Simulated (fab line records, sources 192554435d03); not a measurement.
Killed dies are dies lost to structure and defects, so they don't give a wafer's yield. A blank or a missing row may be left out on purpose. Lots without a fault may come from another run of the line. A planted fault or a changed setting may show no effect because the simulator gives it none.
Which tool did it? | flow n5_finfet | 9 lots, 25 wafers sampled, at 5 steps of a route of 1938

WHAT THE GAUGES READ, wafer by wafer
N5_BEOL_M4_RC_MEAS_101. Usual: DIBL_N 37.0 mV/V, standard deviation 1.7; DIBL_P 36.7 mV/V, standard deviation 2; IOFF_N 0.17 nA/um, standard deviation 0.035; IOFF_P 0.22 nA/um, standard deviation 0.035; ION_N 672 uA/um, standard deviation 12; ION_P 461 uA/um, standard deviation 7.5; SS_N 71.6 mV/dec, standard deviation 0.67; SS_P 73.4 mV/dec, standard deviation 0.64; VT_N 250 mV, standard deviation 3.5; VT_P -250 mV, standard deviation 3.5.
lot  | measured     | on        | DIBL_N (mV/V)  | DIBL_P (mV/V)  | IOFF_N (nA/um) | IOFF_P (nA/um) | ION_N (uA/um) | ION_P (uA/um) | SS_N (mV/dec)  | SS_P (mV/dec)  | VT_N (mV)   | VT_P (mV)      | flag
L464 | day 8 00:55  | prober-01 | 37.2 34.5 34.7 | 36.6 33.5 33.6 | 0.19 0.13 0.14 | 0.27 0.20 0.22 | 692 663 663   | 476 461 469   | 72.1 71.3 71.2 | 73.0 72.5 73.0 | 249 252 249 | -242 -246 -246 |
L463 | day 8 08:34  | prober-02 | 36.8 35.5 33.7 | 36.0 35.4 33.5 | 0.16 0.14 0.11 | 0.18 0.17 0.16 | 672 655 663   | 459 448 460   | 72.2 71.2 70.5 | 72.7 72.9 72.3 | 250 249 255 | -252 -255 -254 |
L471 | day 10 00:00 | prober-02 | 38.4 38.6 42.0 | 38.6 38.4 41.3 | 0.21 0.21 0.31 | 0.24 0.25 0.29 | 705 695 695   | 469 471 463   | 72.5 72.0 73.7 | 73.6 73.5 75.1 | 246 244 243 | -246 -246 -246 |
L473 | day 10 10:58 | prober-02 | 34.3 35.7      | 35.1 35.4      | 0.13 0.15      | 0.18 0.18      | 666 666       | 454 454       | 70.0 71.4      | 72.4 73.5      | 252 253     | -253 -255      |
L476 | day 11 13:06 | prober-01 | 34.3 34.9      | 34.0 33.9      | 0.12 0.12      | 0.17 0.17      | 666 665       | 456 459       | 70.6 71.4      | 72.4 73.0      | 254 254     | -257 -256      |
L478 | day 11 10:03 | prober-02 | 37.9 37.5 35.4 | 37.6 37.4 35.6 | 0.20 0.17 0.14 | 0.24 0.24 0.21 | 662 668 665   | 461 462 464   | 72.1 71.8 71.1 | 73.2 73.2 73.1 | 247 249 251 | -247 -250 -249 |
L480 | day 11 21:56 | prober-02 | 40.4 37.3 37.1 | 40.5 37.0 36.6 | 0.25 0.17 0.18 | 0.31 0.24 0.23 | 683 676 690   | 471 465 467   | 73.2 71.6 71.2 | 74.2 73.6 73.9 | 244 245 246 | -245 -248 -247 |
L483 | day 13 12:13 | prober-01 | 36.6 36.6 37.1 | 36.0 35.7 36.4 | 0.14 0.15 0.16 | 0.21 0.21 0.21 | 662 669 672   | 460 464 461   | 72.5 71.4 71.9 | 72.9 73.2 73.1 | 251 253 251 | -250 -249 -250 |
L486 | day 13 12:05 | prober-02 | 37.0 35.9 39.1 | 35.8 34.6 38.2 | 0.15 0.13 0.19 | 0.21 0.19 0.25 | 680 658 690   | 467 460 470   | 71.1 70.7 72.1 | 73.7 72.8 73.5 | 250 251 246 | -247 -250 -248 |

WHICH TOOL RAN EACH LOT (tool, then ch and the chambers of the sampled wafers, then the start)
lot  | N5_HKMG_FIN_ETCHBACK_68           | N5_GATE_CUT_ETCH_58                | N5_GATE_CUT_STRIP_59               | N5_GATE_CUT_CMP_02
L464 | rie_metal-02 ch 0,1, day 4 12:20  | rie_diel-04 ch 0,1,2, day 4 14:26  | rie_diel-04 ch 0,1,2, day 4 14:32  | cmp-03 ch 0,1,3, day 4 17:17
L463 | rie_metal-03 ch 0,1, day 4 12:58  | rie_diel-06 ch 2,3, day 4 15:10    | rie_diel-06 ch 2,3, day 4 15:17    | cmp-03 ch 0,1,3, day 4 19:20
L471 | rie_metal-03 ch 0,1, day 6 08:04  | rie_diel-02 ch 1,2, day 6 10:22    | rie_diel-02 ch 1,2, day 6 10:28    | cmp-03 ch 0,1,2, day 6 13:01
L473 | rie_metal-02 ch 0,1, day 7 02:10  | rie_diel-06 ch 0, day 7 04:16      | rie_diel-06 ch 0, day 7 04:22      | cmp-03 ch 0, day 7 06:54
L476 | rie_metal-01 ch 0,1, day 7 17:37  | rie_diel-02 ch 1,3, day 7 19:47    | rie_diel-02 ch 1,3, day 7 19:53    | cmp-03 ch 0,3, day 7 22:49
L478 | rie_metal-03 ch 0,1, day 8 01:52  | rie_diel-02 ch 1,2, day 8 04:03    | rie_diel-02 ch 1,2, day 8 04:09    | cmp-02 ch 0,2,3, day 8 06:39
L480 | rie_metal-01 ch 0,1, day 8 12:07  | rie_diel-02 ch 0,1,2, day 8 14:16  | rie_diel-02 ch 0,1,2, day 8 14:22  | cmp-04 ch 1,2,3, day 8 17:52
L483 | rie_metal-03 ch 0,1, day 9 11:47  | rie_diel-04 ch 0,1,2, day 9 13:53  | rie_diel-04 ch 0,1,2, day 9 13:59  | cmp-02 ch 0,1,2, day 9 16:34
L486 | rie_metal-03 ch 0,1, day 10 04:04 | rie_diel-02 ch 0,1,3, day 10 06:10 | rie_diel-02 ch 0,1,3, day 10 06:16 | cmp-04 ch 0,1,2, day 10 08:49
- N5_HKMG_FIN_ETCHBACK_68: etches the open film in Cl2/Ar, stops on HfO2, target depth 0.5 nm.
- N5_GATE_CUT_ETCH_58: etches SiNx in CH3F/O2, target depth 17 nm, time 128.6 s.
- N5_GATE_CUT_STRIP_59: strips in N2/H2, time 20 s.
- N5_GATE_CUT_CMP_02: polishes, stops on SiO2, t overpolish 12.7 s, target thk 0 nm.

WHAT THE TOOLS THEMSELVES READ (means of the sampled wafers that have a number; where no wafer has one, the mark that the record gives instead)
N5_HKMG_FIN_ETCHBACK_68. Usual: drypump_motor_current_A 6.0 A, standard deviation 0.45; oes_ar_750_au 0.75 a.u., standard deviation 0.076; oes_product_au 0.75 a.u., standard deviation 0.076; throttle_valve_pct 20.93 %, standard deviation 0.3.
lot  | tool         | drypump_motor_current_A (A) | oes_ar_750_au (a.u.) | oes_product_au (a.u.) | throttle_valve_pct (%) | flag
L464 | rie_metal-02 | 6.0                         | 0.84                 | 0.84                  | 20.62                  |
L463 | rie_metal-03 | 6.2                         | 0.77                 | 0.77                  | 21.03                  |
L471 | rie_metal-03 | 5.9                         | 0.80                 | 0.79                  | 20.91                  |
L473 | rie_metal-02 | 6.1                         | 0.79                 | 0.79                  | 20.61                  |
L476 | rie_metal-01 | 5.9                         | 0.66                 | 0.67                  | 21.30                  |
L478 | rie_metal-03 | 6.2                         | 0.75                 | 0.75                  | 21.05                  |
L480 | rie_metal-01 | 5.9                         | 0.65                 | 0.64                  | 21.34                  |
L483 | rie_metal-03 | 5.9                         | 0.77                 | 0.77                  | 20.91                  |
L486 | rie_metal-03 | 5.9                         | 0.77                 | 0.72                  | 20.98                  |

N5_GATE_CUT_ETCH_58. Usual: drypump_motor_current_A 5.6 A, standard deviation 0.35; oes_product_au 0.78 a.u., standard deviation 0.079; rf_vpp_V 99.2 V, standard deviation 0.92; showerhead_plenum_p_Torr 2.01 Torr, standard deviation 0.054; throttle_valve_pct 16.31 %, standard deviation 0.21.
lot  | tool        | drypump_motor_current_A (A) | oes_product_au (a.u.) | rf_vpp_V (V) | showerhead_plenum_p_Torr (Torr) | throttle_valve_pct (%) | flag
L464 | rie_diel-04 | 5.9                         | 0.78                  | 98.8         | 2.01                            | 16.10                  |
L463 | rie_diel-06 | 5.6                         | 0.81                  | 98.3         | 1.93                            | 16.43                  |
L471 | rie_diel-02 | 5.7                         | 0.78                  | 99.0         | 2.00                            | 16.27                  |
L473 | rie_diel-06 | 5.1                         | 0.69                  | 99.4         | 2.07                            | 16.33                  |
L476 | rie_diel-02 | 5.7                         | 0.86                  | 99.5         | 2.03                            | 16.26                  |
L478 | rie_diel-02 | 5.9                         | 0.83                  | 98.5         | 2.02                            | 16.44                  |
L480 | rie_diel-02 | 5.7                         | 0.85                  | 99.8         | 2.02                            | 16.36                  |
L483 | rie_diel-04 | 5.9                         | 0.74                  | 99.1         | 1.99                            | 16.17                  |
L486 | rie_diel-02 | 5.6                         | 0.86                  | 99.1         | 2.03                            | 16.32                  |

N5_GATE_CUT_STRIP_59. Usual: drypump_motor_current_A 5.6 A, standard deviation 0.35; oes_product_au 0.79 a.u., standard deviation 0.079; rf_vpp_V 45.3 V, standard deviation 0.77; showerhead_plenum_p_Torr 3.41 Torr, standard deviation 0.085; throttle_valve_pct 12.24 %, standard deviation 0.2.
lot  | tool        | drypump_motor_current_A (A) | oes_product_au (a.u.) | rf_vpp_V (V) | showerhead_plenum_p_Torr (Torr) | throttle_valve_pct (%) | flag
L464 | rie_diel-04 | 6.0                         | 0.78                  | 45.6         | 3.38                            | 12.03                  |
L463 | rie_diel-06 | 5.7                         | 0.81                  | 45.6         | 3.28                            | 12.33                  |
L471 | rie_diel-02 | 5.7                         | 0.78                  | 45.1         | 3.41                            | 12.28                  |
L473 | rie_diel-06 | 5.1                         | 0.70                  | 44.7         | 3.48                            | 12.16                  |
L476 | rie_diel-02 | 5.7                         | 0.85                  | 46.5         | 3.45                            | 12.13                  |
L478 | rie_diel-02 | 5.9                         | 0.84                  | 44.7         | 3.42                            | 12.31                  |
L480 | rie_diel-02 | 5.7                         | 0.85                  | 45.5         | 3.43                            | 12.28                  |
L483 | rie_diel-04 | 6.0                         | 0.75                  | 45.4         | 3.37                            | 12.12                  |
L486 | rie_diel-02 | 5.6                         | 0.86                  | 45.9         | 3.45                            | 12.20                  |

N5_GATE_CUT_CMP_02. Usual: motor_current_A 9.4 A, standard deviation 1.1; overpolish_run_s 12.700 s, standard deviation 0.0091; time_to_endpoint_s 24.2 s, standard deviation 2.4.
lot  | tool   | motor_current_A (A) | overpolish_run_s (s) | time_to_endpoint_s (s) | flag
L464 | cmp-03 | 10.6                | 12.693               | 23.9                   |
L463 | cmp-03 | 10.7                | 12.697               | 25.8                   |
L471 | cmp-03 | 10.5                | 12.690               | 33.5                   | OFF
L473 | cmp-03 | 11.1                | 12.706               | 37.4                   | OFF
L476 | cmp-03 | 11.3                | 12.697               | 50.8                   | OFF
L478 | cmp-02 | 9.0                 | 12.693               | 22.7                   |
L480 | cmp-04 | 8.7                 | 12.695               | 23.4                   |
L483 | cmp-02 | 8.7                 | 12.694               | 24.5                   |
L486 | cmp-04 | 8.0                 | 12.700               | 24.6                   |

THE ANSWER, worked out from the rows above alone
Rule: a lot is off if the mean of its wafers that have a number lies more than 3 standard deviations from the usual mean. A lot without any number at a reading at which 4 lots or more have one is off too. The other lots that the step has rows for count as sound. The gauges are gone through in route order, then the tools' own readings, and for those a lot's mean is taken as printed above. The first step at which some lot is off is used, and at that step the reading that is off furthest; a lot without a number counts as furthest.
Off: L471, L473, L476, at N5_GATE_CUT_CMP_02 (time_to_endpoint_s).
A tool fits if, at that step or a process step before it, it ran every lot that is off, and no sound lot after the first of them. One fits: cmp-03 at N5_GATE_CUT_CMP_02. Its last sound lot is L463 (day 4 19:20), its first lot that is off L471 (day 6 13:01): a fault that began between those two fits.
The tool's own readings at N5_GATE_CUT_CMP_02 bear it out: on the lots that are off they differ by more than 5 times the standard deviation of the sound lots' means. time_to_endpoint_s reads 40.6 s there against 24.1 s on the sound lots.

WHAT THE SIMULATOR HAD PUT IN
Process parameter drift: cmp-03, from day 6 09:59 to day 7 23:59, at N5_GATE_CUT_CMP_02. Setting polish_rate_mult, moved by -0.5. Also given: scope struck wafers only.
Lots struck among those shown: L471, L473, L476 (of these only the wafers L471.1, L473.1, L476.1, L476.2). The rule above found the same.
